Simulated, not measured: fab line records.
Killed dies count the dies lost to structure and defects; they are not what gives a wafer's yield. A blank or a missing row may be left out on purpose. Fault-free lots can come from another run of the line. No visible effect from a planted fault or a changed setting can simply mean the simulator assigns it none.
Matching of chambers || flow nand-harc || NHARC_A_M1_DEP_33 on pecvd-01: 3 sister chambers
The step deposits SiCN, target thk 30 nm. 3 wafers are shown with their chamber, then 9 later ones without.

WAFERS WITH THEIR CHAMBER
{"wafer": "L087.1", "chamber": 1, "showerhead-vpp-V (V)": 1222}
{"wafer": "L087.5", "chamber": 2, "showerhead-vpp-V (V)": 1245}
{"wafer": "L087.6", "chamber": 0, "showerhead-vpp-V (V)": 1420}

WAFERS WHOSE CHAMBER IS MISSING
{"wafer": "L091.2", "showerhead-vpp-V (V)": 1403}
{"wafer": "L091.3", "showerhead-vpp-V (V)": 1385}
{"wafer": "L091.6", "showerhead-vpp-V (V)": 1388}
{"wafer": "L094.1", "showerhead-vpp-V (V)": 1206}
{"wafer": "L094.3", "showerhead-vpp-V (V)": 1413}
{"wafer": "L094.6", "showerhead-vpp-V (V)": 1194}
{"wafer": "L096.1", "showerhead-vpp-V (V)": 1201}
{"wafer": "L096.3", "showerhead-vpp-V (V)": 1389}
{"wafer": "L096.4", "showerhead-vpp-V (V)": 1234}

WHICH CHAMBER EACH WENT THROUGH
{"wafer": "L091.2", "from the rows above": 0, "in truth": 0}
{"wafer": "L091.3", "from the rows above": 0, "in truth": 0}
{"wafer": "L091.6", "from the rows above": 0, "in truth": 0}
{"wafer": "L094.1", "from the rows above": "can't be placed: 1 or 2", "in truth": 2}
{"wafer": "L094.3", "from the rows above": 0, "in truth": 0}
{"wafer": "L094.6", "from the rows above": "can't be placed: 1 or 2", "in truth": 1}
{"wafer": "L096.1", "from the rows above": "can't be placed: 1 or 2", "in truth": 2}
{"wafer": "L096.3", "from the rows above": 0, "in truth": 0}
{"wafer": "L096.4", "from the rows above": "can't be placed: 2 or 1", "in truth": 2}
Placed correctly: 5 of 9. Can't be placed from these rows: 4 (the true chamber is among the candidates in 4). Placed wrongly: 0.
How it was worked out, from the rows above alone: a wafer's distance from a chamber is the root of the sum, over the readings, of the square of ((its reading less the chamber's mean) divided by the reading's scatter). If the next closest chamber is less than 2 further off than the closest, the wafer can't be placed; otherwise it belongs to the closest. For every chamber, the mean is computed from those of its wafers that are shown. The scatter: root of mean squared gap, hidden wafer to nearest shown wafer, with one shown wafer a chamber.
